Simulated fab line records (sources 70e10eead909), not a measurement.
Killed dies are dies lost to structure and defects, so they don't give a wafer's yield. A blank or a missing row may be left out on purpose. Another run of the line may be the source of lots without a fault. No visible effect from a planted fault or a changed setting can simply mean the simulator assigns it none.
Struck lot and sound lot, side by side | flow nand_harc | 14 steps out of a route of 1302
Sound: wafers L695.2, L695.3, L695.6. Struck: wafers L687.1, L687.2, L687.3. The cause comes at the end.
For every step that has rows: the tool of each side, followed by ch and its chambers, followed by its first start. Under that, the readings that differ: sound wafers | struck wafers | difference of the means | sigmas: that difference in standard deviations of wafers without a fault.
alike: readings with means less than 2 such deviations apart, plus words and numbers identical on both sides. not compared: withheld readings, readings lacking a value on some wafer, bounds such as >300 that could conceal the same value, and numbers that have no deviation in the record and whose values overlap.
A row with sigmas, a row that says differs or no value, or rows on one side alone: a step with any of these is where the two part. When numbers do not overlap yet have no deviation, they are printed without sigmas and do not part them. A reading that every wafer of one side lacks parts them only if that side has two wafers or more.

NHARC_P_GATE_DESCUM_61: chemistry O2, time 3 s.
  sound on rie_diel-09 ch 0,1,3, day 13 04:07; struck on rie_diel-04 ch 1,2,3, day 9 23:08
  alike: drypump_motor_current_A, oes_product_au, rf_vpp_V, showerhead_plenum_p_Torr, throttle_valve_pct
  not compared: rf_hours_counter_h
then, 1 step without rows for these wafers: NHARC_P_GATE_IMPLANT_62.
NHARC_P_GATE_STRIP_112: strips in N2/H2, time 200 s.
  sound on plasma_asher-01 ch 0,1, day 13 04:30; struck on plasma_asher-02 ch 0,1, day 9 23:31
  reading            | sound       | struck   | difference | sigmas
  heater_power_w (W) | 100 102 100 | 89 82 85 | -15        | -2
  alike: drypump_motor_current_A
  not compared: rf_hours_counter_h
NHARC_P_GATE_STRIP_76: strips in O2.
  sound on plasma_asher-01 ch 0,1, day 13 04:46; struck on plasma_asher-02 ch 0,1, day 9 23:46
  reading            | sound       | struck      | difference | sigmas
  heater_power_w (W) | 376 374 387 | 341 307 310 | -60        | -2
  alike: drypump_motor_current_A
  not compared: rf_hours_counter_h
then, 8 steps without rows for these wafers: NHARC_P_GATE_STRIP_63 (strips in SPM, time 900 s); NHARC_P_GATE_DEHYDRATE_83 (time 120 s); NHARC_P_GATE_HMDS_84 (time 30 s); NHARC_P_GATE_COAT_85; NHARC_P_GATE_SOFTBAKE_86 (time 95 s); NHARC_P_GATE_EBR_87; NHARC_P_GATE_EXPOSE_88 (exposes mask P HVN, target cd 2000 nm); NHARC_P_GATE_PEB_89 (peb time 85 s).
NHARC_P_GATE_DEVELOP_90: time 70 s.
  struck on litho_track-05, day 10 00:00; sound on litho_track-02 ch 0, day 13 05:00
  no value came back on the struck wafers for chill_plate_temp_C (C), exhaust_pa (Pa), resist_line_temp_C (C), time_s (s); on the sound wafers chill_plate_temp_C (C) reads 22.94 22.90 23.03
NHARC_P_GATE_CD_MEAS_91 targets a cd of 2000 nm.
  sound on cd_sem-03 ch 0, day 13 05:34; struck on cd_sem-01 ch 0, day 10 00:41
  alike: cd_nm

== WHERE THEY PART ==
First at NHARC_P_GATE_STRIP_112; last, within this record, at NHARC_P_GATE_DEVELOP_90. Later steps at which nothing parts them and some readings are alike: NHARC_P_GATE_CD_MEAS_91.

WHY: whatever the simulator had introduced
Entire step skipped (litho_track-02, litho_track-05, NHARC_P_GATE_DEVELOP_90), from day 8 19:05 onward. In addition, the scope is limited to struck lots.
